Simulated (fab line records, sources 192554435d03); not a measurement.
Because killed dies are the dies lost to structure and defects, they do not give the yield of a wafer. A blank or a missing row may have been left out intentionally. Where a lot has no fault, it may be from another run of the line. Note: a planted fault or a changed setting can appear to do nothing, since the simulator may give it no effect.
fab line records + flow n5Finfet + part 2 of 2: steps 5 to 6 of 6
record
- lots=16
- wafers=48
- lastDay=18
route steps=1938 shown MOL_CONTACT_COAG@618 BEOL_M0_SAQP@652
lots that met no fault: taken from a fault-free run of the same line
startH: hours from the record's first day to the start of the lot's first wafer shown + waitH: hours since the lot's step before + " unchanged from the row above + L1.1+2: a row that stands for several wafers + - no value present, or no start provided + * or withheld: withheld + < > ~ a bound
route shown NAME@n: NAME is a module with steps in the file, n the number in the route of the first one + usual: mean and standard deviation over wafers with no fault + same: alike in all rows + chamber/n: place in a boat + sites: per-site readings + _std_site: the standard deviation of these + _edge_site: inner sites' mean taken away from outer sites' mean + radiusMm: how far each site lies from the wafer's centre + mask NAME#n: copy n + behind: the tool/chamber that last shaped the wafer + hold: reason for holding the lot/hours on hold/outcome of the hold + device: transistor that didn't switch, given as n, p or np + end of line: at the end of the route, the tests of the same wafers + a step without rows: its recipe alone + killed: the dies lost at the first sort to structure and to defects; this is not the yield of the wafer + map: shows each die of a wafer: x if killed, . if not, _ if none is there
set.NAME: setting as actually run; set.NAME@STEP: the setting as run at that earlier step + model.NAME: the simulator's own value behind a step, which no gauge read
the route's steps for a sample of lots (tables are steps, rows are wafers)
services: when a tool's chamber went out of use (startH, in hours from the record's first day, below 0 if earlier), for how many hours, and the reason
## steps
# step N5_BEOL_M0_SAQP_ETCH_101
# recipe
- chemistry=CH3F/O2
- target=SiNx
- maskMaterial=SiO2
- targetDepthA=299
- timeS=42.7
- pressureMtorr=30
- sourceW=395
- biasW=73
- Ar_flow_sccm=150
- CH3F_flow_sccm=30
- O2_flow_sccm=20
- ionEnergyEv=120
# usual
- chamberPressureMTorr=30.000/0.026
- drypumpMotorCurrentA=5.80/0.26
- oesProductAu=0.79/0.091
- rfVppV=298/4.4
- showerheadPlenumPTorr=2.03/0.069
- throttleValvePct=16.32/0.26
| lot.wafer | tool       | chamber | startH | waitH | chamberPressureMTorr | drypumpMotorCurrentA | oesProductAu | rfHoursCounterH | rfVppV | showerheadPlenumPTorr | throttleValvePct |
|-----------|------------|---------|--------|-------|----------------------|----------------------|--------------|-----------------|--------|-----------------------|------------------|
| L074.3    | rieDiel-05 | 2       | 109.89 | 0.0   | 29.984               | 6.01                 | 0.72         | 175             | 288    | 1.91                  | 16.61            |
| L074.4    | "          | 0       | "      | "     | 29.981               | 5.63                 | 0.68         | 236             | 305    | 2.05                  | 16.26            |
| L074.6    | "          | 1       | "      | "     | 29.978               | 5.92                 | 0.71         | -               | 298    | 2.08                  | 16.68            |
| L076.3    | rieDiel-05 | 1       | 124.64 | 0.0   | 30.012               | 5.90                 | 0.72         | 189             | 299    | 2.08                  | 16.68            |
| L076.5    | "          | 2       | "      | "     | 30.005               | 6.04                 | 0.72         | -               | 291    | 1.91                  | 16.63            |
| L076.6    | "          | 1       | "      | "     | 29.996               | 5.92                 | 0.71         | -               | 300    | 2.08                  | 16.70            |
| L077.1    | rieDiel-05 | 0       | 133.74 | 0.0   | 30.053               | 5.60                 | 0.67         | 243             | 304    | 2.05                  | 16.27            |
| L077.2    | "          | 3       | "      | "     | 29.981               | 5.63                 | 0.95         | 8               | 298    | 2.04                  | 16.18            |
| L077.6    | "          | 3       | "      | "     | 30.038               | 5.63                 | 0.94         | -               | 299    | 2.04                  | 16.18            |
| L081.1    | rieDiel-05 | 2       | 154.93 | 0.0   | 30.022               | 6.05                 | 0.71         | 190             | 289    | 1.91                  | 16.63            |
| L081.3    | "          | 3       | "      | "     | 30.005               | 5.62                 | 0.92         | 15              | 299    | 2.04                  | 16.20            |
| L081.6    | "          | 3       | "      | "     | 29.992               | 5.64                 | 0.93         | -               | 300    | 2.04                  | 16.20            |
| L083.3    | rieDiel-05 | 1       | 163.81 | 0.0   | 30.010               | 5.89                 | 0.70         | 202             | 297    | 2.07                  | 16.69            |
| L083.4    | "          | 2       | "      | "     | 30.025               | 6.04                 | 0.71         | -               | 290    | 1.91                  | 16.65            |
| L083.6    | "          | 3       | "      | "     | 30.027               | 5.64                 | 0.91         | -               | 298    | 2.03                  | 16.22            |
| L084.1    | rieDiel-03 | 0       | 172.94 | 0.0   | 30.012               | 5.60                 | 0.90         | 32              | 302    | 2.04                  | 16.12            |
| L084.4    | "          | 3       | "      | "     | 30.013               | 5.45                 | 0.79         | 116             | 299    | 1.93                  | 16.45            |
| L084.6    | "          | 3       | "      | "     | 29.980               | 5.46                 | 0.79         | -               | 299    | 1.93                  | 16.44            |
| L086.1    | rieDiel-06 | 2       | 185.80 | 0.3   | 29.997               | 5.82                 | 0.75         | 166             | 305    | 1.99                  | 16.49            |
| L086.2    | "          | 1       | "      | "     | 30.023               | 5.40                 | 0.75         | 157             | 297    | 2.07                  | 16.37            |
| L086.3    | "          | 0       | "      | "     | 30.019               | 6.10                 | 0.72         | 212             | 291    | 1.99                  | 16.60            |
| L087.1    | rieDiel-03 | 0       | 192.13 | 0.0   | 29.973               | 5.63                 | 0.90         | 39              | 302    | 2.04                  | 16.14            |
| L087.4    | "          | 2       | "      | "     | 30.004               | 5.69                 | 0.88         | -               | 300    | 2.13                  | 16.05            |
| L087.5    | "          | 1       | "      | "     | 29.969               | 6.33                 | 0.71         | -               | 297    | 2.08                  | 16.07            |
| L088.1    | rieDiel-03 | 0       | 194.81 | 0.0   | 29.988               | 5.59                 | 0.89         | 41              | 301    | 2.04                  | 16.15            |
| L088.3    | "          | 2       | "      | "     | 30.009               | 5.73                 | 0.87         | 53              | 299    | 2.13                  | 16.06            |
| L088.6    | "          | 0       | "      | "     | 30.039               | 5.60                 | 0.89         | -               | 300    | 2.04                  | 16.13            |
| L089.3    | rieDiel-05 | 1       | 199.76 | 0.0   | 30.061               | 5.91                 | 0.69         | 215             | 298    | 2.07                  | 16.72            |
| L089.4    | "          | 0       | "      | "     | 30.035               | 5.60                 | 0.94         | -               | 305    | 2.05                  | 15.85            |
| L089.6    | "          | 1       | "      | "     | 29.999               | 5.90                 | 0.69         | -               | 299    | 2.07                  | 16.73            |
| L090.2    | rieDiel-03 | 2       | 204.20 | 0.1   | 30.035               | 5.73                 | 0.88         | 57              | 300    | 2.13                  | 16.04            |
| L090.4    | "          | 3       | "      | "     | 30.064               | 5.47                 | 0.79         | 124             | 299    | 1.93                  | 16.48            |
| L090.6    | "          | 3       | "      | "     | 30.003               | 5.47                 | 0.80         | -               | 300    | 1.93                  | 16.47            |
| L093.2    | rieDiel-03 | 0       | 223.83 | 0.3   | 29.994               | 5.59                 | 0.89         | 50              | 302    | 2.03                  | 16.15            |
| L093.4    | "          | 2       | "      | "     | 29.994               | 5.72                 | 0.88         | 62              | 299    | 2.13                  | 16.07            |
| L093.5    | "          | 3       | "      | "     | 30.004               | 5.47                 | 0.79         | -               | 299    | 1.93                  | 16.48            |
| L094.3    | rieDiel-05 | 0       | 231.06 | 0.0   | 29.989               | 5.61                 | 0.90         | 17              | 306    | 2.04                  | 15.86            |
| L094.4    | "          | 3       | "      | "     | 30.001               | 5.61                 | 0.87         | 39              | 301    | 2.03                  | 16.26            |
| L094.5    | "          | 2       | "      | "     | 29.994               | 6.07                 | 0.68         | -               | 290    | 1.90                  | 16.68            |
| L092.1    | rieDiel-03 | 3       | 235.07 | 0.0   | 30.032               | 5.46                 | 0.79         | 132             | 300    | 1.93                  | 16.50            |
| L092.2    | "          | 2       | "      | "     | 29.974               | 5.70                 | 0.87         | 66              | 299    | 2.13                  | 16.07            |
| L092.5    | "          | 2       | "      | "     | 30.008               | 5.70                 | 0.86         | -               | 298    | 2.13                  | 16.05            |
| L095.2    | rieDiel-06 | 0       | 236.99 | 0.0   | 29.986               | 6.08                 | 0.70         | 228             | 292    | 1.99                  | 16.62            |
| L095.3    | "          | 3       | "      | "     | 30.010               | 5.85                 | 0.84         | 72              | 292    | 1.94                  | 15.98            |
| L095.5    | "          | 2       | "      | "     | 30.016               | 5.83                 | 0.74         | -               | 303    | 1.98                  | 16.50            |
| L097.2    | rieDiel-03 | 3       | 248.40 | 0.0   | 29.989               | 5.45                 | 0.78         | 136             | 300    | 1.93                  | 16.49            |
| L097.3    | "          | 2       | "      | "     | 30.032               | 5.71                 | 0.85         | 69              | 300    | 2.12                  | 16.07            |
| L097.5    | "          | 0       | "      | "     | 30.009               | 5.60                 | 0.87         | -               | 302    | 2.03                  | 16.18            |
# step N5_BEOL_M0_SAQP_ETCH_88
# recipe
- chemistry=N2/H2
- target=underlayer
- targetDepthA=65
- timeS=5.2
- ionEnergyEv=200
- maskMaterial=CAR-EUV
- pressureMtorr=30
- sourceW=840
- biasW=150
- n2FlowSccm=200
- h2FlowSccm=200
- ends=cleared
# usual
- chamberPressureMTorr=30.01/0.038
- drypumpMotorCurrentA=5.83/0.26
- etchRfOnTimeS=5.18/0.15
- h2FlowSccm=199.9/0.66
- oesProductAu=0.68/0.076
- rfVppV=524.3/2.3
- showerheadPlenumPTorr=2.57/0.079
- throttleValvePct=17.8/0.33
| lot.wafer | tool       | chamber | startH | waitH | chamberPressureMTorr | drypumpMotorCurrentA | etchRfOnTimeS | h2FlowSccm | oesProductAu | rfHoursCounterH | rfVppV | showerheadPlenumPTorr | throttleValvePct |
|-----------|------------|---------|--------|-------|----------------------|----------------------|---------------|------------|--------------|-----------------|--------|-----------------------|------------------|
| L074.3    | rieDiel-06 | 1       | 112.71 | 0.0   | 30.01                | 5.41                 | 5.20          | 200.1      | 0.66         | 134             | 526.1  | 2.66                  | 18.0             |
| L074.4    | "          | 3       | "      | "     | 30.08                | 5.84                 | 5.20          | 199.9      | 0.76         | 32              | 520.7  | 2.48                  | 17.3             |
| L074.6    | "          | 1       | "      | "     | 29.97                | 5.40                 | 5.17          | 199.4      | 0.66         | -               | 528.6  | 2.66                  | 18.0             |
| L076.3    | rieDiel-06 | 3       | 126.85 | 0.0   | 29.98                | 5.91                 | 5.12          | 200.3      | 0.76         | 37              | 522.2  | 2.47                  | 17.3             |
| L076.5    | "          | 2       | "      | "     | 29.99                | 5.82                 | 5.03          | 199.5      | 0.65         | -               | 524.0  | 2.55                  | 18.1             |
| L076.6    | "          | 1       | "      | "     | 30.03                | 5.42                 | 5.11          | 200.7      | 0.67         | -               | 525.8  | 2.65                  | 18.0             |
| L077.1    | rieDiel-03 | 0       | 136.18 | 0.0   | 30.01                | 5.64                 | 5.09          | 199.9      | 0.79         | 21              | 523.8  | 2.62                  | 17.9             |
| L077.2    | "          | 1       | "      | "     | 30.02                | 6.37                 | 5.54          | 199.3      | 0.61         | 150             | 526.2  | 2.65                  | 17.5             |
| L077.6    | "          | 1       | "      | "     | 30.00                | 6.39                 | 5.52          | 199.0      | 0.61         | -               | 525.4  | 2.65                  | 17.5             |
| L081.1    | rieDiel-06 | 0       | 157.24 | 0.0   | 30.05                | 6.12                 | 5.20          | 199.7      | 0.61         | 203             | 523.1  | 2.51                  | 17.9             |
| L081.3    | "          | 3       | "      | "     | 30.00                | 5.89                 | 5.07          | 200.3      | 0.75         | 46              | 521.2  | 2.47                  | 17.3             |
| L081.6    | "          | 3       | "      | "     | 30.04                | 5.86                 | 5.07          | 201.6      | 0.75         | -               | 522.7  | 2.47                  | 17.3             |
| L083.3    | rieDiel-03 | 2       | 166.21 | 0.0   | 29.98                | 5.71                 | 5.07          | 200.9      | 0.76         | 43              | 528.6  | 2.70                  | 17.4             |
| L083.4    | "          | 1       | "      | "     | 30.02                | 6.36                 | 5.51          | 200.8      | 0.60         | 159             | 526.2  | 2.65                  | 17.5             |
| L083.6    | "          | 1       | "      | "     | 29.95                | 6.35                 | 5.46          | 198.7      | 0.60         | -               | 524.8  | 2.65                  | 17.5             |
| L084.1    | rieDiel-03 | 3       | 175.51 | 0.0   | 30.00                | 5.48                 | 5.23          | 200.7      | 0.68         | 117             | 521.8  | 2.48                  | 18.1             |
| L084.4    | "          | 1       | "      | "     | 30.03                | 6.32                 | 5.52          | 200.2      | 0.61         | 161             | 526.3  | 2.65                  | 17.5             |
| L084.6    | "          | 1       | "      | "     | 29.91                | 6.36                 | 5.57          | 200.2      | 0.60         | -               | 527.2  | 2.65                  | 17.5             |
| L086.1    | rieDiel-03 | 2       | 188.35 | 0.0   | 29.98                | 5.70                 | 5.15          | 200.0      | 0.74         | 50              | 526.2  | 2.69                  | 17.4             |
| L086.2    | "          | 0       | "      | "     | 30.01                | 5.59                 | 5.13          | 198.7      | 0.77         | 38              | 523.2  | 2.61                  | 17.9             |
| L086.3    | "          | 1       | "      | "     | 30.01                | 6.39                 | 5.58          | 201.0      | 0.59         | 166             | 526.3  | 2.64                  | 17.6             |
| L087.1    | rieDiel-03 | 1       | 194.52 | 0.0   | 30.02                | 6.29                 | 5.47          | 199.9      | 0.61         | 169             | 525.1  | 2.64                  | 17.6             |
| L087.4    | "          | 0       | "      | "     | 29.99                | 5.63                 | 5.04          | 199.3      | 0.76         | -               | 524.7  | 2.61                  | 18.0             |
| L087.5    | "          | 2       | "      | "     | 30.05                | 5.69                 | 5.05          | 201.0      | 0.75         | -               | 527.6  | 2.69                  | 17.5             |
| L088.1    | rieDiel-05 | 3       | 197.32 | 0.0   | 29.95                | 5.62                 | 5.05          | 200.8      | 0.76         | 30              | 523.9  | 2.58                  | 17.7             |
| L088.3    | "          | 1       | "      | "     | 30.02                | 5.92                 | 5.27          | 200.9      | 0.59         | 214             | 524.8  | 2.62                  | 18.2             |
| L088.6    | "          | 0       | "      | "     | 30.04                | 5.61                 | 5.29          | 200.1      | 0.81         | -               | 526.5  | 2.60                  | 17.4             |
| L089.3    | rieDiel-05 | 1       | 202.25 | 0.0   | 29.98                | 5.92                 | 5.25          | 199.1      | 0.59         | 216             | 525.0  | 2.62                  | 18.2             |
| L089.4    | "          | 0       | "      | "     | 30.06                | 5.64                 | 5.32          | 200.1      | 0.79         | -               | 526.3  | 2.60                  | 17.3             |
| L089.6    | "          | 1       | "      | "     | 30.03                | 5.93                 | 5.38          | 199.7      | 0.58         | -               | 527.1  | 2.62                  | 18.3             |
| L090.2    | rieDiel-05 | 2       | 206.41 | 0.0   | 29.94                | 6.04                 | 5.27          | 199.2      | 0.60         | 208             | 520.7  | 2.43                  | 18.2             |
| L090.4    | "          | 1       | "      | "     | 29.97                | 5.90                 | 5.26          | 199.8      | 0.59         | 218             | 523.3  | 2.62                  | 18.3             |
| L090.6    | "          | 1       | "      | "     | 30.06                | 5.93                 | 5.20          | 199.6      | 0.59         | -               | 526.5  | 2.62                  | 18.2             |
| L093.2    | rieDiel-05 | 2       | 227.16 | 0.0   | 30.06                | 6.09                 | 5.27          | 198.9      | 0.59         | 215             | 516.9  | 2.43                  | 18.2             |
| L093.4    | "          | 1       | "      | "     | 30.02                | 5.93                 | 5.18          | 200.9      | 0.59         | 223             | 525.7  | 2.62                  | 18.3             |
| L093.5    | "          | 2       | "      | "     | 29.95                | 6.05                 | 5.25          | 198.5      | 0.58         | -               | 521.2  | 2.43                  | 18.2             |
| L094.3    | rieDiel-06 | 0       | 233.90 | 0.0   | 30.00                | 6.13                 | 5.29          | 199.5      | 0.60         | 227             | 521.3  | 2.50                  | 17.9             |
| L094.4    | "          | 2       | "      | "     | 29.96                | 5.87                 | 5.06          | 199.5      | 0.63         | 180             | 523.6  | 2.54                  | 18.2             |
| L094.5    | "          | 1       | "      | "     | 30.02                | 5.42                 | 5.17          | 199.7      | 0.64         | -               | 525.8  | 2.64                  | 18.0             |
| L092.1    | rieDiel-06 | 1       | 237.38 | 0.0   | 29.98                | 5.40                 | 5.13          | 200.0      | 0.64         | 172             | 526.5  | 2.64                  | 18.1             |
| L092.2    | "          | 0       | "      | "     | 30.01                | 6.11                 | 5.26          | 200.0      | 0.58         | 228             | 521.2  | 2.50                  | 17.9             |
| L092.5    | "          | 3       | "      | "     | 30.03                | 5.81                 | 5.10          | 199.6      | 0.72         | -               | 522.5  | 2.46                  | 17.4             |
| L095.2    | rieDiel-06 | 1       | 239.35 | 0.0   | 29.96                | 5.41                 | 5.15          | 200.1      | 0.63         | 172             | 525.2  | 2.64                  | 18.1             |
| L095.3    | "          | 3       | "      | "     | 30.03                | 5.86                 | 5.10          | 200.5      | 0.73         | 73              | 523.1  | 2.46                  | 17.4             |
| L095.5    | "          | 3       | "      | "     | 30.04                | 5.88                 | 5.16          | 200.4      | 0.72         | -               | 520.3  | 2.46                  | 17.4             |
| L097.2    | rieDiel-05 | 3       | 250.98 | 0.0   | 30.03                | 5.64                 | 5.06          | 200.4      | 0.75         | 42              | 526.9  | 2.57                  | 17.7             |
| L097.3    | "          | 1       | "      | "     | 30.01                | 5.95                 | 5.28          | 201.4      | 0.58         | 232             | 525.6  | 2.62                  | 18.3             |
| L097.5    | "          | 2       | "      | "     | 30.00                | 6.07                 | 5.37          | 200.1      | 0.57         | -               | 520.7  | 2.42                  | 18.3             |
## services
| tool           | chamber | startH | hours | kind                        |
|----------------|---------|--------|-------|-----------------------------|
| rieDiel-05     | 3       | 85.04  | -     | clean                       |
| rieDiel-05     | 3       | 85.04  | -     | consumableReplace:focusRing |
| rieDiel-05     | 3       | 85.04  | 23.4  | scheduledDown               |
| rieDiel-06     | 0       | 85.75  | 15.1  | repair                      |
| rieDiel-04     | 2       | 85.92  | 7.1   | repair                      |
| rieDiel-01     | 0       | 90.34  | 2.5   | repair                      |
| rieDiel-06     | 2       | 92.67  | 2.6   | repair                      |
| rieDiel-04     | -       | 93.97  | 28.1  | pm                          |
| rieDiel-03     | 2       | 120.54 | 4.1   | repair                      |
| rieDiel-01     | 3       | 123.27 | 6.5   | repair                      |
| rieDiel-02     | 0       | 128.23 | 12.0  | repair                      |
| rieDiel-04     | -       | 131.45 | 0.3   | repair                      |
| rieDiel-03     | -       | 157.42 | 0.6   | repair                      |
| plasmaAsher-02 | -       | 160.25 | 2.5   | repair                      |
| rieDiel-03     | 3       | 181.91 | 13.3  | repair                      |
| rieDiel-01     | -       | 196.61 | 0.9   | repair                      |
| rieDiel-04     | 3       | 198.02 | 17.3  | repair                      |
| rieDiel-05     | 3       | 199.25 | 6.7   | repair                      |
| rieDiel-05     | -       | 215.61 | 0.7   | repair                      |
| rieDiel-02     | 2       | 220.41 | 6.5   | repair                      |
| rieDiel-04     | 1       | 221.06 | 3.8   | repair                      |
| rieDiel-01     | 2       | 231.74 | 9.0   | repair                      |
| rieDiel-05     | 3       | 239.24 | 9.6   | repair                      |
| plasmaAsher-01 | -       | 245.94 | 0.5   | repair                      |
